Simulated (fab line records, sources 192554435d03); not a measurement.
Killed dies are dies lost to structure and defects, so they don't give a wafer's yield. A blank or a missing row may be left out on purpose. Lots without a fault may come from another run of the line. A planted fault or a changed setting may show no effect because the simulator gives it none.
One fault seen from 2 desks | flow n5_finfet | each desk has only its own numbers; what lay behind them comes last

THE METROLOGY DESK
What the gauges read, lot by lot, whatever tool the lot ran on: means of the sampled wafers that have a number. A lot is out of limits, marked OUT, if its mean lies more than 4 standard deviations from the usual mean; the brackets give that distance.
Columns: A = V7_OVL at N5_BEOL_M8_OVL_MEAS_29, usual 0.1 nm; B = trench_depth_nm at N5_BEOL_M8_OCD_MEAS_38, usual 93.1 nm; C = M8_THK at N5_BEOL_M8_THK_MEAS_53, usual 81 nm; D = M8_RS at N5_BEOL_M8_RS_MEAS_57, usual 0.286 ohm/sq
lot  | first seen here | A    | B               | C  | D
L124 | day 9 20:35     | 0.1  | 96.3            | 85 | 0.273
L131 | day 11 06:28    | 0.2  | 84.4            | 74 | 0.321
L132 | day 11 12:14    | -0.0 | 82.5 (-4.4) OUT | 70 | 0.337 (+4.3) OUT
L135 | day 12 17:47    | -0.3 | 95.7            | 82 | 0.284
L141 | day 14 08:10    | 0.1  | 95.0            | 84 | 0.274
L142 | day 15 00:31    | -0.8 | 92.4            | 81 | 0.287
L143 | day 15 08:25    | -0.7 | 90.6            | 78 | 0.296
L144 | day 15 17:39    | 0.3  | 90.4            | 80 | 0.295
L145 | day 16 07:44    | 0.8  | 95.4            | 83 | 0.276
This desk's finding: out of limits on L132; first on L132, day 11 12:44 (trench_depth_nm at N5_BEOL_M8_OCD_MEAS_38). In limits: L124, L131, L135, L141, L142, L143, L144, L145.

THE TOOL OWNER'S DESK: rie_diel-04
The tool's own readings at N5_BEOL_M8_TRENCH_ETCH_37 (etches SiCOH lowk in C4F6/O2, target depth 93.478 nm, time 31.2 s): means of the sampled wafers that have a number, for each lot that ran on this tool. A lot is out of limits, marked OUT, if its mean lies more than 4 standard deviations from the usual mean; the brackets give that distance.
Columns: A = drypump_motor_current_A at N5_BEOL_M8_TRENCH_ETCH_37, usual 5.7 A; B = mfc_ar_sccm at N5_BEOL_M8_TRENCH_ETCH_37, usual 300.0 sccm; C = oes_product_au at N5_BEOL_M8_TRENCH_ETCH_37, usual 0.81 a.u.; D = rf_fwd_power_W at N5_BEOL_M8_TRENCH_ETCH_37, usual 339.6 W; E = rf_vpp_V at N5_BEOL_M8_TRENCH_ETCH_37, usual 660 V; F = showerhead_plenum_p_Torr at N5_BEOL_M8_TRENCH_ETCH_37, usual 2.83 Torr; G = throttle_valve_pct at N5_BEOL_M8_TRENCH_ETCH_37, usual 20.77 %
lot  | first seen here | A   | B     | C    | D               | E              | F    | G
L131 | day 11 06:50    | 5.5 | 299.7 | 0.86 | 256.7 (-59) OUT | 761 (+6.8) OUT | 2.97 | 20.62
L132 | day 11 12:35    | 5.6 | 299.7 | 0.73 | 256.1 (-60) OUT | 754 (+6.3) OUT | 2.89 | 20.69
L142 | day 15 00:55    | 5.5 | 299.7 | 0.85 | 339.8           | 661            | 2.95 | 20.68
L143 | day 15 09:04    | 5.6 | 299.7 | 0.67 | 338.2           | 649            | 2.83 | 20.89
L144 | day 15 18:01    | 5.4 | 300.4 | 0.67 | 339.2           | 651            | 2.75 | 20.71
This desk's finding: out of limits on L131, L132; first on L131, day 11 06:50 (rf_fwd_power_W at N5_BEOL_M8_TRENCH_ETCH_37). In limits: L142, L143, L144.

PUT TOGETHER
The tool owner's desk could have raised an alarm at day 11 06:50, on L131, L132.
The metrology desk could have raised an alarm at day 11 12:44, on L132.
The metrology desk has L131 on record, within its limits.
Of the lots named, all ran N5_BEOL_M8_TRENCH_ETCH_37 on rie_diel-04.

WHAT THE SIMULATOR HAD PUT IN
Process parameter drift: rie_diel-04, from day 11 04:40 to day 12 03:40, at N5_BEOL_M8_TRENCH_ETCH_37. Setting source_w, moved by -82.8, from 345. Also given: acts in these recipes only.
Lots struck among those shown: L131, L132.
Hours from the fault's start to each desk's first reading out of limits: the tool owner's desk, 2; the metrology desk, 8.
